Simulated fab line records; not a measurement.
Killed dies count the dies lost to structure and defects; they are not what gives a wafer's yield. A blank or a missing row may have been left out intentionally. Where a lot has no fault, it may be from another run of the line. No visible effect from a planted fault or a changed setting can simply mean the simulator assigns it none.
Matching of chambers :: flow n5-finfet :: ald-sin-04 running N5_FIN_SAQP_SPACER1_ALD_24: 4 sister chambers
The step deposits SiO2, target thk 20.3 nm, pulse time 1 s, purge time 2 s. 8 wafers are shown with their chamber, then 8 later ones without.

== EACH WAFER AND ITS CHAMBER ==
wafer: L076.2
chamber: 0
heater-power-w (W): 484
precursor-pulse-height-rel: 0.999

wafer: L078.2
chamber: 3
heater-power-w (W): 481
precursor-pulse-height-rel: 0.996

wafer: L078.3
chamber: 1
heater-power-w (W): 440
precursor-pulse-height-rel: 1.001

wafer: L078.5
chamber: 0
heater-power-w (W): 493
precursor-pulse-height-rel: 1.023

wafer: L081.2
chamber: 3
heater-power-w (W): 486
precursor-pulse-height-rel: 0.976

wafer: L081.3
chamber: 1
heater-power-w (W): 442
precursor-pulse-height-rel: 1.017

wafer: L081.6
chamber: 2
heater-power-w (W): 518
precursor-pulse-height-rel: 1.015

wafer: L088.1
chamber: 2
heater-power-w (W): 499
precursor-pulse-height-rel: 1.004

== WAFERS WITHOUT THEIR CHAMBER ==
wafer: L088.3
heater-power-w (W): 458
precursor-pulse-height-rel: 0.996

wafer: L088.6
heater-power-w (W): 450
precursor-pulse-height-rel: 1.013

wafer: L092.2
heater-power-w (W): 453
precursor-pulse-height-rel: 0.980

wafer: L092.4
heater-power-w (W): 479
precursor-pulse-height-rel: 0.989

wafer: L092.5
heater-power-w (W): 496
precursor-pulse-height-rel: 1.011

wafer: L097.2
heater-power-w (W): 449
precursor-pulse-height-rel: 0.995

wafer: L097.3
heater-power-w (W): 473
precursor-pulse-height-rel: 1.001

wafer: L097.4
heater-power-w (W): 474
precursor-pulse-height-rel: 1.006

== CHAMBER TAKEN BY EACH ==
wafer: L088.3
from the rows above: can't be placed: 1 or 3 or 0
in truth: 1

wafer: L088.6
from the rows above: 1
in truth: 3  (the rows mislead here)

wafer: L092.2
from the rows above: can't be placed: 1 or 3
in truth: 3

wafer: L092.4
from the rows above: can't be placed: 3 or 0
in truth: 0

wafer: L092.5
from the rows above: can't be placed: 0 or 2 or 3
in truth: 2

wafer: L097.2
from the rows above: 1
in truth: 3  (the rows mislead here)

wafer: L097.3
from the rows above: can't be placed: 3 or 0
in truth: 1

wafer: L097.4
from the rows above: can't be placed: 0 or 3
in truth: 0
Correct placement for 0 of the 8. Not placeable from these rows: 6 (in 5, the candidates include the true chamber). Wrongly placed: 2.
How it was worked out, from the rows above alone: a wafer's distance from a chamber is the root of the sum, over the readings, of the square of ((its reading less the chamber's mean) divided by the reading's scatter). If the next closest chamber is less than 2 further off than the closest, the wafer can't be placed; otherwise it belongs to the closest. For every chamber, the mean is computed from those of its wafers that are shown. The scatter: the root of (the sum of the squares of (reading less its chamber's mean) over the shown wafers, divided by (wafers less chambers)).
